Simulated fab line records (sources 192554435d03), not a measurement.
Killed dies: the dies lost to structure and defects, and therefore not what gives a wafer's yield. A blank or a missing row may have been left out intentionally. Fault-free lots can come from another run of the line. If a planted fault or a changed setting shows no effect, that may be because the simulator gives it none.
fab line records + flow n5Finfet
record:
- lots: 7
- wafers: 39
route steps=1938 shown PMOS_HMC_CHANNEL_EPI@78 FIN_CUT@169 SD_EPI_N@278
startH: hours from the record's opening day to when the first of the lot's shown wafers began + waitH: time in hours since the lot's previous step + " unchanged from the row above + L1.1+2: a single row standing in for several wafers + - either no value or no given start + * or withheld: withheld + < > ~ a bound
route shown NAME@n: NAME is a module with steps in the file, n the number in the route of the first one + usual: the fault-free wafers' mean and standard deviation + same: alike in all rows + chamber/n: place in a boat + sites: the reading at each site + _std_site: standard deviation across them + _edge_site: the outer-site mean with the inner-site mean subtracted + radiusMm: for every site, how far away it sits from the centre of the wafer + mask NAME#n: copy n + behind: the most recent tool/chamber to have shaped the wafer + hold: what put the lot on hold/how long, in hours/how the hold closed + device: the transistor (n, p or np) that didn't switch + end of line: tests of these same wafers at the route's end + a step without rows: its recipe alone + killed: dies that structure and defects cost at the first sort, which is not the same as the wafer's yield + map: the dies of a wafer, with x for killed, . for not killed, _ for no die there
set.NAME: the setting as run; set.NAME@STEP: as run at that earlier step + model.NAME: the simulator's own value behind a step, which no gauge read
lots with deliberately changed settings; one table per step, one row per wafer
== steps ==
step: N5_PMOS_HMC_CHANNEL_EPI_EPI_20
recipe:
- material: SiGe30
- maskMaterial: SiO2
- pressureTorr: 20
- targetThkA: 590
- tempC: 600
| lot.wafer | tool        | chamber | startH | waitH | set.tempC | model.SiGe30_of_PMOS_HMC_CHANNEL_EPI_EPI_20.thkNm |
|-----------|-------------|---------|--------|-------|-----------|---------------------------------------------------|
| L075.1    | epiRpcvd-01 | 0       | 24.07  | 0.0   | 600       | 59.48                                             |
| L075.2    | "           | 0       | "      | "     | 600       | 59.21                                             |
| L075.3    | "           | 0       | "      | "     | 597.7     | 57.5                                              |
| L075.4    | "           | 0       | "      | "     | 597.7     | 56.14                                             |
| L075.5    | "           | 0       | "      | "     | 600       | 59.39                                             |
| L075.6    | "           | 0       | "      | "     | 597.7     | 56.88                                             |
| L077.2    | epiRpcvd-03 | 0       | 36.46  | 0.3   | 600       | 59.33                                             |
| L077.5    | "           | 0       | "      | "     | 600       | 58.8                                              |
| L077.6    | "           | 0       | "      | "     | 600       | 59.67                                             |
| L081.1    | epiRpcvd-03 | 0       | 60.05  | 0.0   | 600       | 58.66                                             |
| L081.2    | "           | 0       | "      | "     | 600       | 58.47                                             |
| L081.3    | "           | 0       | "      | "     | 600       | 58.02                                             |
| L081.4    | "           | 0       | "      | "     | 600       | 59.1                                              |
| L081.5    | "           | 0       | "      | "     | 600       | 58.76                                             |
| L081.6    | "           | 0       | "      | "     | 600       | 58.49                                             |
| L082.1    | epiRpcvd-03 | 0       | 66.55  | 0.0   | 600       | 59.02                                             |
| L082.2    | "           | 0       | "      | "     | 600       | 58.03                                             |
| L082.3    | "           | 0       | "      | "     | 600       | 58.78                                             |
| L082.4    | "           | 0       | "      | "     | 600       | 58.65                                             |
| L082.5    | "           | 0       | "      | "     | 600       | 58.59                                             |
| L082.6    | "           | 0       | "      | "     | 600       | 59.12                                             |
| L085.1    | epiRpcvd-03 | 0       | 83.83  | 0.0   | 605.6     | 65.75                                             |
| L085.2    | "           | 0       | "      | "     | 600       | 59.55                                             |
| L085.3    | "           | 0       | "      | "     | 605.6     | 65.81                                             |
| L085.4    | "           | 0       | "      | "     | 600       | 59.39                                             |
| L085.5    | "           | 0       | "      | "     | 605.6     | 66.23                                             |
| L085.6    | "           | 0       | "      | "     | 600       | 58.85                                             |
| L087.1    | epiRpcvd-01 | 0       | 96.38  | 0.0   | 600       | 58.49                                             |
| L087.2    | "           | 0       | "      | "     | 600       | 58.13                                             |
| L087.3    | "           | 0       | "      | "     | 600       | 58.31                                             |
| L087.4    | "           | 0       | "      | "     | 600       | 58.47                                             |
| L087.5    | "           | 0       | "      | "     | 600       | 58.48                                             |
| L087.6    | "           | 0       | "      | "     | 600       | 58.66                                             |
| L097.1    | epiRpcvd-01 | 0       | 158.78 | 0.0   | 600       | 57.82                                             |
| L097.2    | "           | 0       | "      | "     | 594.9     | 52.84                                             |
| L097.3    | "           | 0       | "      | "     | 600       | 58.78                                             |
| L097.4    | "           | 0       | "      | "     | 600       | 58.01                                             |
| L097.5    | "           | 0       | "      | "     | 594.9     | 53.03                                             |
| L097.6    | "           | 0       | "      | "     | 594.9     | 53.22                                             |
step: N5_FIN_CUT_ETCH_21
recipe:
- chemistry: N2/H2
- target: SOC
- targetDepthA: 2190
- overetchA: 438
- maskMaterial: SiARC
- tempC: 40
- ionEnergyEv: 100
- biasW: 61
- timeS: 523.5
- pressureMtorr: 30
- sourceW: 850
- n2FlowSccm: 200
- h2FlowSccm: 200
| lot.wafer    | tool       | chamber | startH | waitH | set.timeS | model.SiARC_of_FIN_CUT_COAT_19.thkNm |
|--------------|------------|---------|--------|-------|-----------|--------------------------------------|
| L075.1       | rieDiel-06 | 3       | 33.74  | 0.0   | 449.6     | 13.6                                 |
| L075.2       | "          | 2       | "      | "     | 449.6     | 13.2                                 |
| L075.3+6     | "          | 1,2     | "      | "     | 523.5     | 12.2                                 |
| L075.4       | "          | 0       | "      | "     | 449.6     | 13.4                                 |
| L075.5       | "          | 3       | "      | "     | 523.5     | 12.4                                 |
| L077.2       | rieDiel-01 | 2       | 45.67  | 0.0   | 523.5     | 12.2                                 |
| L077.5+6     | "          | 1,0     | "      | "     | 523.5     | 12                                   |
| L081.1+6     | rieDiel-06 | 2       | 69.21  | 0.0   | 523.5     | 12.2                                 |
| L081.2+3+4+5 | "          | 3,0,0,3 | "      | "     | 523.5     | 12.6                                 |
| L082.1+2     | rieDiel-01 | 0,2     | 75.50  | 0.0   | 523.5     | 11.6                                 |
| L082.3       | "          | 1       | "      | "     | 605.1     | 10.4                                 |
| L082.4+6     | "          | 3       | "      | "     | 605.1     | 11                                   |
| L082.5       | "          | 0       | "      | "     | 523.5     | 11.8                                 |
| L085.1       | rieDiel-06 | 3       | 92.97  | 0.0   | 523.5     | 12.2                                 |
| L085.2       | "          | 2       | "      | "     | 401.5     | 13.8                                 |
| L085.3+6     | "          | 1       | "      | "     | 523.5     | 12                                   |
| L085.4+5     | "          | 0       | "      | "     | 401.5     | 14                                   |
| L087.1       | rieDiel-02 | 1       | 109.47 | 0.0   | 523.5     | 12                                   |
| L087.2+4+5   | "          | 0,2,2   | "      | "     | 523.5     | 12.2                                 |
| L087.3+6     | "          | 3       | "      | "     | 523.5     | 11.8                                 |
| L097.1+6     | rieDiel-01 | 3       | 167.92 | 0.0   | 567.5     | 11.8                                 |
| L097.2       | "          | 1       | "      | "     | 523.5     | 12                                   |
| L097.3+4     | "          | 2,0     | "      | "     | 523.5     | 11.8                                 |
| L097.5       | "          | 2       | "      | "     | 567.5     | 11.2                                 |
step: N5_SD_EPI_N_ETCH_45
recipe:
- chemistry: CH3F/O2
- target: SiOCN
- targetDepthA: 60
- maskMaterial: SOC
- ionEnergyEv: 60
- biasW: 29
- pressureMtorr: 15
- sourceW: 410
- Ar_flow_sccm: 150
- CH3F_flow_sccm: 30
- O2_flow_sccm: 20
| lot.wafer | tool       | chamber | startH | waitH | set.targetDepthA | model.etch.depthNm |
|-----------|------------|---------|--------|-------|------------------|--------------------|
| L075.1    | rieDiel-05 | 2       | 54.86  | 0.1   | 54.55            | 5.572              |
| L075.2    | "          | 0       | "      | "     | 60               | 5.795              |
| L075.3    | "          | 3       | "      | "     | 54.55            | 5.65               |
| L075.4    | "          | 0       | "      | "     | 54.55            | 5.288              |
| L075.5    | "          | 2       | "      | "     | 60               | 6.107              |
| L075.6    | "          | 3       | "      | "     | 60               | 6.2                |
| L077.2    | rieDiel-03 | 3       | 67.72  | 0.1   | 60               | 5.991              |
| L077.5    | "          | 1       | "      | "     | 60               | 6.154              |
| L077.6    | "          | 3       | "      | "     | 60               | 5.962              |
| L081.1    | rieDiel-03 | 1       | 90.30  | 0.1   | 60               | 6.175              |
| L081.2    | "          | 2       | "      | "     | 64.64            | 6.749              |
| L081.3    | "          | 0       | "      | "     | 60               | 6.216              |
| L081.4    | "          | 3       | "      | "     | 64.64            | 6.421              |
| L081.5    | "          | 1       | "      | "     | 60               | 6.118              |
| L081.6    | "          | 2       | "      | "     | 64.64            | 6.754              |
| L082.1    | rieDiel-05 | 3       | 102.44 | 0.1   | 60               | 6.228              |
| L082.2    | "          | 2       | "      | "     | 60               | 6.016              |
| L082.3    | "          | 1       | "      | "     | 60               | 5.819              |
| L082.4    | "          | 0       | "      | "     | 64.18            | 6.192              |
| L082.5    | "          | 3       | "      | "     | 64.18            | 6.617              |
| L082.6    | "          | 2       | "      | "     | 64.18            | 6.481              |
| L085.1    | rieDiel-04 | 2       | 115.81 | 0.1   | 60               | 5.758              |
| L085.2    | "          | 1       | "      | "     | 60               | 5.729              |
| L085.3    | "          | 0       | "      | "     | 60               | 5.866              |
| L085.4    | "          | 3       | "      | "     | 60               | 6.211              |
| L085.5    | "          | 2       | "      | "     | 60               | 5.793              |
| L085.6    | "          | 1       | "      | "     | 60               | 5.72               |
| L087.1    | rieDiel-05 | 3       | 131.42 | 0.1   | 60               | 6.16               |
| L087.2    | "          | 1       | "      | "     | 53.82            | 5.285              |
| L087.3    | "          | 2       | "      | "     | 53.82            | 5.424              |
| L087.4    | "          | 2       | "      | "     | 60               | 6.124              |
| L087.5    | "          | 1       | "      | "     | 53.82            | 5.258              |
| L087.6    | "          | 3       | "      | "     | 60               | 6.222              |
| L097.1    | rieDiel-03 | 0       | 191.23 | 0.1   | 60               | 6.284              |
| L097.2    | "          | 2       | "      | "     | 60               | 6.207              |
| L097.3    | "          | 1       | "      | "     | 60               | 6.08               |
| L097.4    | "          | 3       | "      | "     | 60               | 5.966              |
| L097.5    | "          | 2       | "      | "     | 60               | 6.191              |
| L097.6    | "          | 1       | "      | "     | 60               | 6.083              |
== key ==
split:
- step: N5_PMOS_HMC_CHANNEL_EPI_EPI_20
- setting: tempC
- stated: 600
- by: wafer
response:
- step: N5_PMOS_HMC_CHANNEL_EPI_EPI_20
- reading: model.SiGe30_of_PMOS_HMC_CHANNEL_EPI_EPI_20.thkNm
- change: +6.66
- per: 1%
- r: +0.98
split:
- step: N5_FIN_CUT_ETCH_21
- setting: timeS
- stated: 523.5
- by: wafer
response:
- step: N5_FIN_CUT_ETCH_21
- reading: model.SiARC_of_FIN_CUT_COAT_19.thkNm
- change: -0.0713
- per: 1%
- r: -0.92
split:
- step: N5_SD_EPI_N_ETCH_45
- setting: targetDepthA
- stated: 60
- by: wafer
response:
- step: N5_SD_EPI_N_ETCH_45
- reading: model.etch.depthNm
- change: +0.0675
- per: 1%
- r: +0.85
